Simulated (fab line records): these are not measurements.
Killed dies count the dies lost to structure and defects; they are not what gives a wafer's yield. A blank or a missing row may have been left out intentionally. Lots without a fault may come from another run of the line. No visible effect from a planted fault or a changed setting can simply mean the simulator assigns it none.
fab line records	flow nand-harc
[record] lots = 24	wafers = 72	last-day = 25
route steps=1159 shown A_CONTACT@949 A_BLC@987 A_M0@1006
lots that met no fault: taken from a fault-free run of the same line
start-h: hours from the record's first day to the start of the lot's first wafer shown	wait-h: how many hours have passed since the lot's step before this one	" unchanged from the row above	L1.1+2: a single row standing in for several wafers	- no value, or no start given	* or withheld: withheld	< > ~ a bound
route shown NAME@n: a module of which the file shows steps, and the number in the route of the first	usual: mean/standard deviation taken from wafers without a fault	same: alike in all rows	chamber/n: place in a boat	sites: readings site by site	_std_site: standard deviation of those values	_edge_site: outer sites' mean less inner sites'	radius-mm: how far each site lies from the wafer's centre	mask NAME#n: copy n	behind: the last tool/chamber to shape the wafer	hold: why the lot was held/for how many hours/how that ended	device: the transistor (n, p or np) that didn't switch	end of line: the same wafers' tests at the end of the route	a step given without rows: its recipe and nothing more	killed: count of dies lost to structure and defects at first sort (not the wafer's yield)	map: a wafer's dies, x killed, . not, _ none there
set.NAME: the setting that was run; set.NAME@STEP: the one run at that earlier step	model.NAME: the simulator's own value behind a step, which no gauge read
a sample of lots followed through the steps of the route, with each step as a table and each wafer as a row
services: from which hour (start-h, from the record's first day; less than 0 if before it) a tool's chamber was out of use, for how many hours, and why
[[steps]]
[step NHARC_A_CONTACT_ETCH_92]
[recipe] target-depth-a = 400	over-etch-frac = 0.5	time-s = 85.7	ion-energy-ev = 120	ch3f-flow-sccm = 50	o2-flow-sccm = 30	ar-flow-sccm = 200	rf-w = 500	bias-w = 100	chemistry = CH3F/O2
[usual] drypump-motor-current-A = 5.8/0.43	mfc-ar-sccm = 199.9/0.56	oes-product-au = 0.94/0.031	rf-vpp-V = 245.5/1.3	showerhead-plenum-p-Torr = 2.54/0.079	throttle-valve-pct = 20.664/0.0098
lot.wafer	tool	chamber	start-h	wait-h	drypump-motor-current-A	mfc-ar-sccm	oes-product-au	rf-hours-counter-h	rf-vpp-V	showerhead-plenum-p-Torr	throttle-valve-pct
L074.1	rie-diel-09	1	387.71	0.4	6.2	199.9	0.94	22	247.0	2.58	20.661
L074.4	"	2	"	"	5.9	199.4	0.92	25	246.6	2.62	20.658
L074.5	"	1	"	"	6.2	200.4	0.94	-	245.5	2.58	20.672
L075.1	rie-diel-02	1	388.64	0.4	6.7	201.0	0.92	22	246.6	2.55	20.669
L075.3	"	2	"	"	6.3	200.7	0.91	22	244.4	2.50	20.670
L075.6	"	0	"	"	5.7	200.5	0.91	-	247.1	2.66	20.661
L076.4	rie-diel-09	3	392.53	0.3	5.1	200.0	0.93	27	245.1	2.55	20.676
L076.2	"	0	"	"	5.5	199.2	0.93	27	242.8	2.40	20.665
L076.6	"	1	"	"	6.2	199.5	0.93	-	245.3	2.58	20.668
L077.4	rie-diel-07	1	395.02	0.3	5.4	199.3	0.94	53	243.5	2.42	20.661
L077.2	"	2	"	"	6.0	200.5	0.92	55	245.4	2.61	20.663
L077.5	"	1	"	"	5.4	199.0	0.94	-	245.1	2.42	20.654
L078.4	rie-diel-09	0	395.81	0.3	5.5	200.2	0.93	28	243.5	2.40	20.671
L078.1	"	1	"	"	6.2	199.1	0.94	23	245.1	2.58	20.654
L078.3	"	3	"	"	5.1	201.3	0.92	28	244.6	2.55	20.652
L080.2	rie-diel-07	1	418.22	0.3	5.4	199.2	1.01	1	243.1	2.42	20.682
L080.5	"	1	"	"	5.5	198.7	1.01	-	246.6	2.42	20.647
L080.6	"	2	"	"	6.0	199.9	1.01	-	246.5	2.61	20.657
L079.3	rie-diel-02	0	419.11	0.3	5.7	199.3	0.97	20	247.4	2.65	20.669
L079.2	"	1	"	"	6.7	200.1	1.01	35	245.9	2.54	20.663
L079.6	"	0	"	"	5.7	199.6	0.98	-	247.5	2.65	20.664
L081.4	rie-diel-07	0	429.66	0.3	6.3	199.3	0.91	6	245.6	2.55	20.666
L081.1	"	2	"	"	6.0	200.1	0.93	6	245.6	2.61	20.665
L081.6	"	3	"	"	5.5	200.0	0.92	-	244.8	2.55	20.653
L082.2	rie-diel-02	2	430.55	0.4	6.3	200.1	0.92	42	246.1	2.49	20.670
L082.3	"	0	"	"	5.7	199.5	0.90	26	247.6	2.65	20.660
L082.5	"	2	"	"	6.3	200.3	0.92	-	244.5	2.49	20.658
L085.3	rie-diel-02	0	443.43	0.3	5.7	199.6	0.91	29	247.6	2.65	20.654
L085.1	"	1	"	"	6.7	199.9	0.93	45	247.7	2.54	20.658
L085.6	"	0	"	"	5.7	199.2	0.91	-	245.4	2.65	20.660
L084.2	rie-diel-09	2	446.70	0.4	5.8	199.9	0.99	1	245.4	2.61	20.666
L084.1	"	0	"	"	5.5	199.7	1.01	2	244.1	2.40	20.670
L084.6	"	1	"	"	6.2	201.0	1.00	-	246.0	2.58	20.668
L083.2	rie-diel-09	2	452.86	0.3	5.9	200.0	0.99	2	247.9	2.61	20.668
L083.3	"	3	"	"	5.2	199.5	0.98	3	245.4	2.54	20.651
L083.1	"	0	"	"	5.5	200.4	1.00	3	243.1	2.39	20.654
L087.3	rie-diel-09	0	460.60	0.3	5.5	199.7	0.92	6	243.4	2.39	20.663
L087.4	"	2	"	"	5.9	200.4	0.92	5	247.1	2.61	20.680
L087.5	"	3	"	"	5.1	200.3	0.92	-	244.9	2.54	20.673
L088.3	rie-diel-07	1	461.76	0.3	5.4	199.7	1.01	13	240.9	2.41	20.666
L088.1	"	2	"	"	6.0	200.7	0.92	19	245.5	2.60	20.656
L088.6	"	0	"	"	6.3	200.3	0.91	-	245.5	2.54	20.670
L086.4	rie-diel-09	1	463.83	0.3	6.2	199.6	0.93	6	245.6	2.58	20.677
L086.1	"	3	"	"	5.1	200.6	0.93	6	244.7	2.54	20.670
L086.6	"	1	"	"	6.2	198.9	0.93	-	244.8	2.58	20.669
L089.3	rie-diel-02	2	475.15	0.3	6.3	200.4	0.93	60	245.1	2.48	20.679
L089.5	"	3	"	"	5.8	199.3	0.93	-	246.6	2.64	20.674
L089.6	"	0	"	"	5.7	199.6	0.91	-	248.2	2.64	20.671
L090.1	rie-diel-07	3	478.07	0.4	5.5	199.9	0.92	25	245.0	2.54	20.650
L090.3	"	2	"	"	6.0	199.9	0.92	23	245.3	2.60	20.660
L090.6	"	0	"	"	6.3	199.3	0.91	-	245.0	2.54	20.660
L091.3	rie-diel-09	2	492.81	0.4	5.9	200.1	0.92	10	246.3	2.61	20.676
L091.4	"	0	"	"	5.5	200.0	0.92	11	243.7	2.39	20.672
L091.1	"	1	"	"	6.2	201.2	0.91	11	246.9	2.58	20.681
L092.1	rie-diel-09	2	494.71	0.4	5.9	201.0	0.91	10	246.8	2.61	20.662
L092.3	"	3	"	"	5.1	200.0	0.92	10	244.1	2.54	20.647
L092.6	"	3	"	"	5.2	199.4	0.92	-	245.6	2.54	20.651
L093.2	rie-diel-07	3	498.39	0.4	5.5	199.9	0.93	32	246.5	2.54	20.659
L093.4	"	3	"	"	5.5	200.1	0.93	-	245.6	2.54	20.662
L093.5	"	1	"	"	5.4	199.1	0.94	-	243.2	2.41	20.665
L094.3	rie-diel-09	1	509.81	0.3	6.2	199.9	0.93	15	246.6	2.57	20.677
L094.1	"	3	"	"	5.2	199.5	0.94	14	245.3	2.54	20.652
L094.5	"	1	"	"	6.2	199.6	0.93	-	248.0	2.57	20.659
L096.1	rie-diel-02	1	514.56	0.4	6.7	199.9	0.99	0	245.0	2.53	20.666
L096.5	"	2	"	"	6.3	199.9	0.98	-	245.4	2.48	20.668
L096.6	"	3	"	"	5.8	199.3	1.00	-	247.1	2.63	20.662
L095.3	rie-diel-07	2	519.60	0.3	6.0	199.3	0.93	44	246.8	2.59	20.653
L095.1	"	3	"	"	5.5	199.2	0.93	38	244.9	2.54	20.652
L095.2	"	0	"	"	6.3	200.0	0.92	30	243.3	2.54	20.672
L097.3	rie-diel-09	3	545.00	0.3	5.2	200.1	0.94	17	245.8	2.54	20.672
L097.2	"	0	"	"	5.5	201.1	0.93	22	243.9	2.39	20.681
L097.5	"	0	"	"	5.5	200.5	0.94	-	245.3	2.39	20.660
[step NHARC_A_BLC_PVD_32]
[recipe] target-thk-a = 50	chamber-pressure-pa = 5	power-w = 5000	substrate-temp-c = 200	time-s = 17.7	material = Ti
[usual] cathode-dc-power-W = 5000.0/0.89	throttle-valve-pct = 30.1/0.99
lot.wafer	tool	chamber	start-h	wait-h	cathode-dc-power-W	throttle-valve-pct
L074.4	pvd-sputter-03	-	-	-	4999.7	31.0
L074.1	"	-	"	"	4999.0	30.7
L074.5	"	-	"	"	5000.8	31.2
L075.3	pvd-sputter-03	-	-	-	4999.3	30.3
L075.1	"	-	"	"	5000.2	30.3
L075.6	"	-	"	"	5000.3	30.6
L076.4	pvd-sputter-03	-	-	-	5000.5	30.6
L076.2	"	-	"	"	5000.4	30.4
L076.6	"	-	"	"	5000.5	30.7
L077.4	pvd-sputter-02	-	-	-	5000.2	31.3
L077.2	"	-	"	"	5000.0	29.4
L077.5	"	-	"	"	5000.6	29.2
L078.1	pvd-sputter-03	-	-	-	4999.9	30.5
L078.3	"	-	"	"	4999.0	30.4
L078.4	"	-	"	"	4999.9	30.9
L080.2	pvd-sputter-02	-	-	-	5000.0	31.2
L080.5	"	-	"	"	5000.5	30.6
L080.6	"	-	"	"	4999.9	29.4
L079.2	pvd-sputter-03	-	-	-	4999.7	30.7
L079.3	"	-	"	"	4998.4	30.2
L079.6	"	-	"	"	5001.3	31.0
L081.1	pvd-sputter-02	-	-	-	5000.2	29.2
L081.4	"	-	"	"	5000.2	31.3
L081.6	"	-	"	"	4999.9	31.0
L082.2	pvd-sputter-02	-	-	-	5001.0	29.2
L082.3	"	-	"	"	4997.9	31.1
L082.5	"	-	"	"	5001.7	30.3
L085.1	pvd-sputter-02	-	-	-	4998.9	29.8
L085.3	"	-	"	"	5000.9	31.1
L085.6	"	-	"	"	4998.9	30.4
L084.2	pvd-sputter-03	-	-	-	4999.0	30.4
L084.1	"	-	"	"	4998.4	30.7
L084.6	"	-	"	"	4999.6	30.2
L083.3	pvd-sputter-01	-	-	-	5001.5	30.5
L083.2	"	-	"	"	5000.3	28.9
L083.1	"	-	"	"	5001.6	27.6
L087.3	pvd-sputter-01	-	-	-	4999.7	30.3
L087.4	"	-	"	"	5001.4	29.0
L087.5	"	-	"	"	5002.6	28.8
L088.3	pvd-sputter-01	-	-	-	5000.5	27.5
L088.1	"	-	"	"	4999.9	30.4
L088.6	"	-	"	"	5000.4	27.4
L086.4	pvd-sputter-01	-	-	-	4998.2	27.3
L086.1	"	-	"	"	5000.1	30.9
L086.6	"	-	"	"	5000.1	27.5
L089.3	pvd-sputter-02	-	-	-	5001.1	29.4
L089.6	"	-	"	"	5000.8	31.1
L089.5	"	-	"	"	4998.3	29.1
L090.3	pvd-sputter-01	-	-	-	4998.0	30.7
L090.1	"	-	"	"	4999.6	27.4
L090.6	"	-	"	"	5000.8	28.9
L091.4	pvd-sputter-01	-	-	-	4999.9	27.4
L091.3	"	-	"	"	5000.9	30.6
L091.1	"	-	"	"	4999.5	28.8
L092.1	pvd-sputter-03	-	-	-	5000.4	30.4
L092.3	"	-	"	"	5000.3	30.7
L092.6	"	-	"	"	5001.2	30.4
L093.2	pvd-sputter-03	-	-	-	5000.3	30.4
L093.4	"	-	"	"	5000.9	30.4
L093.5	"	-	"	"	5000.3	30.6
L094.3	pvd-sputter-02	-	-	-	4998.8	29.4
L094.1	"	-	"	"	4999.8	28.9
L094.5	"	-	"	"	4999.7	31.5
L096.1	pvd-sputter-03	-	-	-	4999.5	30.3
L096.6	"	-	"	"	5000.6	31.1
L096.5	"	-	"	"	5000.7	30.2
L095.3	pvd-sputter-02	-	-	-	5001.1	30.5
L095.1	"	-	"	"	5001.0	29.3
L095.2	"	-	"	"	4999.0	29.1
L097.3	pvd-sputter-02	-	-	-	4998.6	29.4
L097.2	"	-	"	"	5000.2	31.1
L097.5	"	-	"	"	5000.2	30.1
[step NHARC_A_M0_INSPECT_11]
[usual] raw-defect-count = 29/12
lot.wafer	tool	chamber	start-h	wait-h	raw-defect-count
L074.1	defect-inspect-01	-	401.42	0.0	21
L074.4	"	-	"	"	15
L074.5	"	-	"	"	20
L075.1	defect-inspect-02	-	401.96	0.0	28
L075.3	"	-	"	"	30
L075.6	"	-	"	"	26
L076.2	defect-inspect-01	-	409.75	0.0	28
L076.4	"	-	"	"	29
L076.6	"	-	"	"	20
L077.2	defect-inspect-01	-	409.93	0.0	25
L077.4	"	-	"	"	16
L077.5	"	-	"	"	20
L078.1	defect-inspect-02	-	410.33	0.0	25
L078.3	"	-	"	"	22
L078.4	"	-	"	"	19
L080.2	defect-inspect-02	-	426.36	0.0	19
L080.5	"	-	"	"	24
L080.6	"	-	"	"	22
L079.2	defect-inspect-01	-	427.41	0.0	20
L079.3	"	-	"	"	20
L079.6	"	-	"	"	19
L081.1	defect-inspect-01	-	439.58	0.0	32
L081.4	"	-	"	"	37
L081.6	"	-	"	"	22
L082.2	defect-inspect-02	-	442.14	0.0	26
L082.3	"	-	"	"	31
L082.5	"	-	"	"	27
L085.1	defect-inspect-02	-	450.80	0.0	40
L085.3	"	-	"	"	27
L085.6	"	-	"	"	25
L084.1	defect-inspect-01	-	455.15	0.0	39
L084.2	"	-	"	"	24
L084.6	"	-	"	"	27
L083.1	defect-inspect-02	-	461.01	0.0	31
L083.2	"	-	"	"	24
L083.3	"	-	"	"	29
L087.3	defect-inspect-02	-	472.56	0.0	41
L087.4	"	-	"	"	59
L087.5	"	-	"	"	47
L088.1	defect-inspect-01	-	473.91	0.0	46
L088.3	"	-	"	"	37
L088.6	"	-	"	"	47
L086.1	defect-inspect-01	-	476.03	0.0	20
L086.4	"	-	"	"	27
L086.6	"	-	"	"	26
L089.3	defect-inspect-02	-	486.70	0.0	12
L089.5	"	-	"	"	10
L089.6	"	-	"	"	10
L090.1	defect-inspect-02	-	486.97	0.0	35
L090.3	"	-	"	"	30
L090.6	"	-	"	"	28
L091.1	defect-inspect-01	-	502.68	0.0	32
L091.3	"	-	"	"	42
L091.4	"	-	"	"	36
L092.1	defect-inspect-01	-	503.30	0.0	38
L092.3	"	-	"	"	34
L092.6	"	-	"	"	23
L093.2	defect-inspect-02	-	506.86	0.0	58
L093.4	"	-	"	"	53
L093.5	"	-	"	"	44
L094.1	defect-inspect-01	-	521.70	0.0	19
L094.3	"	-	"	"	15
L094.5	"	-	"	"	15
L096.1	defect-inspect-01	-	528.29	0.0	25
L096.5	"	-	"	"	21
L096.6	"	-	"	"	22
L095.1	defect-inspect-01	-	528.44	0.0	45
L095.2	"	-	"	"	30
L095.3	"	-	"	"	36
L097.2	defect-inspect-02	-	560.96	0.0	54
L097.3	"	-	"	"	47
L097.5	"	-	"	"	54
[step NHARC_A_M0_ETCH_15]
[recipe] target-depth-a = 1500	overetch-a = 150	time-s = 82.5	c4f8-flow-sccm = withheld	ar-flow-sccm = 400	rf-w = 600	bias-w = 300	chemistry = C4F8/Ar
[usual] oes-product-au = 0.946/0.027	rf-vpp-V = 441.7/2.9
lot.wafer	tool	chamber	start-h	wait-h	oes-product-au	rf-hours-counter-h	rf-vpp-V
L074.1	rie-diel-04	2	-	-	0.931	8	441.0
L074.4	"	3	"	"	0.933	8	439.7
L074.5	"	3	"	"	0.942	-	440.3
L075.1	rie-diel-04	3	-	-	0.967	8	439.5
L075.3	"	0	"	"	0.958	7	440.4
L075.6	"	2	"	"	0.972	-	440.3
L076.2	rie-diel-01	3	-	-	0.909	8	443.8
L076.4	"	2	"	"	0.909	-	440.3
L076.6	"	3	"	"	0.911	-	443.4
L077.2	rie-diel-13	3	-	-	0.957	9	443.6
L077.5	"	3	"	"	0.962	-	444.6
L077.4	"	1	"	"	0.972	-	438.7
L078.3	rie-diel-04	1	-	-	0.931	8	443.9
L078.4	"	2	"	"	0.915	9	440.9
L078.1	"	3	"	"	0.931	9	440.4
L080.2	rie-diel-13	0	-	-	0.932	8	436.7
L080.6	"	3	"	"	0.910	-	445.8
L080.5	"	0	"	"	0.935	-	436.7
L079.3	rie-diel-13	2	-	-	0.913	11	444.9
L079.2	"	0	"	"	0.931	8	436.1
L079.6	"	3	"	"	0.908	-	444.9
L081.1	rie-diel-01	0	-	-	0.917	11	445.7
L081.4	"	0	"	"	0.923	-	445.5
L081.6	"	1	"	"	0.910	-	440.7
L082.2	rie-diel-04	2	-	-	0.961	11	440.9
L082.3	"	1	"	"	0.964	11	444.3
L082.5	"	2	"	"	0.974	-	440.1
L085.3	rie-diel-13	0	-	-	0.924	10	436.6
L085.1	"	3	"	"	0.921	12	445.7
L085.6	"	0	"	"	0.934	-	436.5
L084.2	rie-diel-01	2	-	-	0.923	10	439.7
L084.1	"	0	"	"	0.921	12	445.3
L084.6	"	1	"	"	0.919	-	441.4
L083.1	rie-diel-01	1	-	-	0.915	8	442.7
L083.2	"	2	"	"	0.908	11	440.3
L083.3	"	3	"	"	0.908	13	442.4
L087.3	rie-diel-01	0	-	-	0.962	14	443.4
L087.4	"	1	"	"	0.941	10	441.9
L087.5	"	2	"	"	0.938	-	439.7
L088.3	rie-diel-13	3	-	-	0.975	1	447.3
L088.1	"	2	"	"	0.974	1	444.4
L088.6	"	0	"	"	0.975	-	434.7
L086.4	rie-diel-01	0	-	-	0.948	14	444.7
L086.1	"	2	"	"	0.954	12	440.6
L086.6	"	3	"	"	0.970	-	443.0
L089.3	rie-diel-13	2	-	-	0.922	2	444.2
L089.6	"	1	"	"	0.933	-	436.7
L089.5	"	2	"	"	0.920	-	446.0
L090.1	rie-diel-01	1	-	-	0.973	10	441.4
L090.3	"	2	"	"	0.912	13	438.6
L090.6	"	0	"	"	0.922	-	444.1
L091.4	rie-diel-04	3	-	-	0.967	2	440.5
L091.3	"	0	"	"	0.953	2	442.1
L091.1	"	1	"	"	0.937	2	444.4
L092.1	rie-diel-04	2	-	-	0.970	2	440.3
L092.3	"	3	"	"	0.980	2	438.0
L092.6	"	3	"	"	0.982	-	441.9
L093.2	rie-diel-13	0	-	-	0.983	3	437.2
L093.4	"	1	"	"	0.988	3	437.7
L093.5	"	0	"	"	0.977	-	437.0
L094.1	rie-diel-13	2	-	-	0.981	4	443.9
L094.3	"	3	"	"	0.991	4	444.8
L094.5	"	1	"	"	0.977	-	437.3
L096.1	rie-diel-04	2	-	-	0.931	3	440.1
L096.5	"	0	"	"	0.940	-	442.3
L096.6	"	1	"	"	0.944	-	443.8
L095.3	rie-diel-13	0	-	-	0.989	4	437.6
L095.2	"	1	"	"	0.976	4	437.6
L095.1	"	2	"	"	0.968	4	446.2
L097.3	rie-diel-01	2	-	-	0.971	4	438.7
L097.2	"	1	"	"	0.952	4	439.7
L097.5	"	3	"	"	0.973	-	442.5
[step NHARC_A_M0_DEGAS_28]
[recipe] temp-c = 250	time-s = 60
[usual] heater-power-w = 335/26
lot.wafer	tool	chamber	start-h	wait-h	heater-power-w
L074.4	pvd-sputter-02	-	402.40	-	327
L074.1	"	-	"	"	338
L074.5	"	-	"	"	345
L075.1	pvd-sputter-02	-	402.95	-	310
L075.3	"	-	"	"	342
L075.6	"	-	"	"	315
L076.2	pvd-sputter-01	-	410.84	-	381
L076.4	"	-	"	"	319
L076.6	"	-	"	"	384
L077.2	pvd-sputter-02	-	411.01	-	330
L077.4	"	-	"	"	341
L077.5	"	-	"	"	345
L078.3	pvd-sputter-02	-	411.37	-	317
L078.1	"	-	"	"	343
L078.4	"	-	"	"	324
L080.2	pvd-sputter-01	-	427.40	-	319
L080.5	"	-	"	"	369
L080.6	"	-	"	"	391
L079.3	pvd-sputter-02	-	428.53	-	313
L079.2	"	-	"	"	341
L079.6	"	-	"	"	317
L081.1	pvd-sputter-03	-	440.68	-	326
L081.4	"	-	"	"	379
L081.6	"	-	"	"	313
L082.2	pvd-sputter-02	-	443.17	-	321
L082.3	"	-	"	"	324
L082.5	"	-	"	"	338
L085.3	pvd-sputter-01	-	451.78	-	295
L085.1	"	-	"	"	312
L085.6	"	-	"	"	315
L084.2	pvd-sputter-03	-	456.13	-	315
L084.1	"	-	"	"	323
L084.6	"	-	"	"	333
L083.3	pvd-sputter-01	-	462.02	-	320
L083.2	"	-	"	"	374
L083.1	"	-	"	"	375
L087.3	pvd-sputter-02	-	473.54	-	344
L087.4	"	-	"	"	324
L087.5	"	-	"	"	316
L088.1	pvd-sputter-03	-	474.92	-	316
L088.3	"	-	"	"	346
L088.6	"	-	"	"	327
L086.1	pvd-sputter-03	-	477.02	-	345
L086.4	"	-	"	"	378
L086.6	"	-	"	"	342
L089.3	pvd-sputter-03	-	487.69	-	308
L089.6	"	-	"	"	380
L089.5	"	-	"	"	327
L090.1	pvd-sputter-02	-	487.95	-	318
L090.3	"	-	"	"	331
L090.6	"	-	"	"	336
L091.4	pvd-sputter-02	-	503.66	-	336
L091.1	"	-	"	"	319
L091.3	"	-	"	"	342
L092.1	pvd-sputter-03	-	504.28	-	337
L092.3	"	-	"	"	379
L092.6	"	-	"	"	307
L093.4	pvd-sputter-02	-	507.86	-	343
L093.2	"	-	"	"	316
L093.5	"	-	"	"	327
L094.3	pvd-sputter-02	-	522.68	-	341
L094.1	"	-	"	"	326
L094.5	"	-	"	"	337
L096.1	pvd-sputter-01	-	529.29	-	290
L096.6	"	-	"	"	313
L096.5	"	-	"	"	378
L095.3	pvd-sputter-02	-	529.43	-	338
L095.2	"	-	"	"	329
L095.1	"	-	"	"	333
L097.3	pvd-sputter-01	-	561.93	-	381
L097.2	"	-	"	"	314
L097.5	"	-	"	"	395
[step NHARC_A_M0_PRE_CLEAN_31]
[recipe] time-s = 12	temp-c = 370	rf-power-w = 300	gas = NH3
[usual] heater-power-w = 628/41
lot.wafer	tool	chamber	start-h	wait-h	heater-power-w
L074.1	pecvd-03	2	404.19	0.1	571
L074.5	"	2	"	"	590
L074.4	"	1	"	"	641
L075.3	pecvd-03	2	404.82	0.1	658
L075.1	"	0	"	"	633
L075.6	"	1	"	"	624
L076.2	pecvd-01	2	412.58	0.1	636
L076.4	"	2	"	"	637
L076.6	"	0	"	"	609
L077.2	pecvd-03	1	413.05	0.1	645
L077.4	"	1	"	"	673
L077.5	"	2	"	"	613
L078.1	pecvd-03	0	413.40	0.1	600
L078.3	"	1	"	"	597
L078.4	"	2	"	"	652
L080.2	pecvd-04	2	429.53	0.6	534
L080.6	"	1	"	"	643
L080.5	"	2	"	"	528
L079.2	pecvd-04	2	430.23	0.1	659
L079.3	"	0	"	"	617
L079.6	"	1	"	"	689
L081.1	pecvd-04	0	442.38	0.1	684
L081.6	"	1	"	"	636
L081.4	"	2	"	"	607
L082.2	pecvd-03	2	444.78	0.1	660
L082.3	"	0	"	"	688
L082.5	"	1	"	"	638
L085.1	pecvd-04	0	453.45	0.1	602
L085.3	"	1	"	"	617
L085.6	"	2	"	"	610
L084.1	pecvd-03	2	457.91	0.2	588
L084.2	"	0	"	"	683
L084.6	"	1	"	"	602
L083.3	pecvd-04	1	463.87	0.3	674
L083.1	"	2	"	"	543
L083.2	"	0	"	"	627
L087.3	pecvd-04	0	475.20	0.1	616
L087.5	"	1	"	"	689
L087.4	"	2	"	"	607
L088.3	pecvd-04	1	476.66	0.2	652
L088.1	"	2	"	"	645
L088.6	"	0	"	"	643
L086.1	pecvd-04	2	478.78	0.2	574
L086.4	"	1	"	"	568
L086.6	"	2	"	"	587
L089.3	pecvd-04	1	489.31	0.1	684
L089.5	"	0	"	"	668
L089.6	"	1	"	"	699
L090.3	pecvd-03	2	489.64	0.1	568
L090.1	"	0	"	"	670
L090.6	"	1	"	"	660
L091.1	pecvd-01	1	505.28	0.1	585
L091.3	"	0	"	"	488
L091.4	"	2	"	"	548
L092.3	pecvd-04	0	505.93	0.1	653
L092.1	"	1	"	"	674
L092.6	"	1	"	"	699
L093.2	pecvd-04	0	509.49	0.1	648
L093.5	"	0	"	"	624
L093.4	"	2	"	"	631
L094.1	pecvd-03	1	524.39	0.1	610
L094.3	"	0	"	"	616
L094.5	"	1	"	"	600
L096.1	pecvd-03	0	530.94	0.1	596
L096.5	"	2	"	"	598
L096.6	"	0	"	"	599
L095.2	pecvd-04	0	531.10	0.1	636
L095.3	"	1	"	"	687
L095.1	"	2	"	"	595
L097.2	pecvd-03	1	563.57	0.1	599
L097.3	"	2	"	"	653
L097.5	"	2	"	"	641
[[services]]
tool	chamber	start-h	hours	kind
pecvd-04	-	376.34	13.0	pm
pecvd-04	0	389.61	6.4	repair
pvd-sputter-02	-	392.00	10.0	pm
rie-diel-07	-	396.21	0.8	repair
pvd-sputter-01	-	401.27	3.5	repair
rie-diel-01	1	406.00	23.6	repair
rie-diel-13	0	409.66	5.0	repair
rie-diel-13	-	413.14	0.2	repair
pvd-sputter-03	-	425.63	1.6	repair
rie-diel-09	-	431.10	9.0	pm
pvd-sputter-01	-	435.59	5.0	repair
rie-diel-01	2	435.83	8.0	repair
rie-diel-13	-	453.00	9.0	pm
pecvd-04	-	454.48	4.5	repair
rie-diel-01	-	462.18	0.1	repair
rie-diel-01	3	462.35	7.8	repair
pvd-sputter-03	-	463.02	10.0	pm
pecvd-03	-	473.26	13.0	pm
rie-diel-01	-	491.82	9.0	pm
rie-diel-13	0	513.87	6.6	repair
pvd-sputter-01	-	516.94	10.0	pm
rie-diel-09	3	529.47	15.0	repair
pvd-sputter-03	-	532.74	2.1	repair
pecvd-04	-	557.34	13.0	pm
[[key]]
fault none
